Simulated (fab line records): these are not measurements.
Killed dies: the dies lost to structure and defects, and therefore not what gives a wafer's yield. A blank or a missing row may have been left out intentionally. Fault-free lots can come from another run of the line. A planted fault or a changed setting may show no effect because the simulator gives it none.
A struck lot beside a sound one + flow nand-harc + 15 steps out of a route of 1159
Sound: the wafers L896.1, L896.2, L896.4. Wafers struck: L907.4, L907.6. The cause is named last.
For every step that has rows: the tool of each side, followed by ch and its chambers, followed by its first start. Under that, the readings that differ: sound wafers + struck wafers + difference of the means + sigmas: that difference in standard deviations of wafers without a fault.
alike: a reading whose means differ by less than 2 such deviations, as well as words and numbers matching on both sides. not compared: withheld readings; readings where some wafer has no value; bounds like >300 that might hide an equal value; numbers whose values overlap and for which the record gives no deviation.
A row with sigmas, a row that says differs or no value, or rows on one side alone: a step with any of these is where the two part. When numbers do not overlap yet have no deviation, they are printed without sigmas and do not part them. Lack of a reading on every wafer of one side parts them only where that side has two or more wafers.

NHARC_A_CHANNEL_HOLE_D1_STRIP_27: strips in O2.
  sound: rie-diel-06 ch 1,2,3; struck: rie-diel-12 ch 1,3
  alike: drypump-motor-current-A, oes-product-au, rf-vpp-V, showerhead-plenum-p-Torr, throttle-valve-pct
  not compared: rf-hours-counter-h
then, 2 steps without rows for these wafers: NHARC_A_CHANNEL_HOLE_D1_PRECLEAN_28 (cleans in SC1); NHARC_A_CHANNEL_HOLE_D1_SRD_29.
NHARC_A_CHANNEL_HOLE_D1_CD_MEAS_30:
  struck on cd-sem-01, day 12 00:24; sound on cd-sem-02, day 9 10:07
  alike: cd-nm
after that, 1 step had no rows for these wafers: NHARC_A_CHANNEL_HOLE_D1_XSEM_31.
NHARC_A_CHANNEL_HOLE_D1_INSPECT_40:
  struck on defect-inspect-01, day 12 00:35; sound on defect-inspect-01, day 9 10:18
  alike: raw-defect-count
then, 2 steps without rows for these wafers: NHARC_A_CHANNEL_FILL_D1_PRECLEAN_00 (cleans in SC1); NHARC_A_CHANNEL_FILL_D1_SRD_01.
NHARC_A_CHANNEL_FILL_D1_ALD_02: deposits SiO2, target thk 6 nm, pulse time 10 s, ald cycles 60.
  sound on ald-hk-01 ch 1,2,3, day 9 10:34; struck on ald-hk-01 ch 2,3, day 12 02:56
  alike: heater-power-w, precursor-pulse-height-rel
  not compared: ald-cycles
NHARC_A_CHANNEL_FILL_D1_ALD_03: deposits SiNx, target thk 6 nm, pulse time 60 s, ald cycles 58.
  sound: ald-sin-batch-02 ch 0; struck: ald-sin-batch-02 ch 0
  alike: precursor-pulse-height-rel
  not compared: ald-cycles
NHARC_A_CHANNEL_FILL_D1_ALD_14: deposits SiO2, target thk 2.5 nm, pulse time 10 s, ald cycles 25.
  sound on ald-hk-04 ch 0,1,2, day 9 17:29; struck on ald-hk-01 ch 1, day 12 10:28
  alike: heater-power-w, precursor-pulse-height-rel
  not compared: ald-cycles
NHARC_A_CHANNEL_FILL_D1_ALD_15: deposits SiNx, target thk 2 nm, pulse time 60 s, ald cycles 19.
  sound on ald-sin-batch-01 ch 0; struck on ald-sin-batch-03 ch 0, day 12 13:17
  alike: precursor-pulse-height-rel
  not compared: ald-cycles
NHARC_A_CHANNEL_FILL_D1_ALD_16: deposits SiO2, target thk 1.5 nm, pulse time 10 s, ald cycles 15.
  sound on ald-hk-02 ch 0,2,3, day 9 22:41; struck on ald-hk-02 ch 1,3, day 12 15:49
| reading    | sound    | struck | difference | sigmas |
|------------|----------|--------|------------|--------|
| ald-cycles | 15 15 15 | 13 13  | -2         |        |
  alike: heater-power-w, precursor-pulse-height-rel
then, 1 step without rows for these wafers: NHARC_A_CHANNEL_FILL_D1_ANNEAL_17 (time 1800 s).
-- the record jumps here: 10 days lie between the struck wafers' starts before and after (it left off in module A_CHANNEL_FILL_D1 and takes up again in module END, whose first step shown is number 1159 of the route) --
NHARC_END_SORT_01:
  at this point the record logs the struck wafers (prober-01 ch 0, day 22 23:54) and has no rows for the sound ones

## WHERE THEY PART
NHARC_END_SORT_01 only, going by this record.

WHY: whatever the simulator had introduced
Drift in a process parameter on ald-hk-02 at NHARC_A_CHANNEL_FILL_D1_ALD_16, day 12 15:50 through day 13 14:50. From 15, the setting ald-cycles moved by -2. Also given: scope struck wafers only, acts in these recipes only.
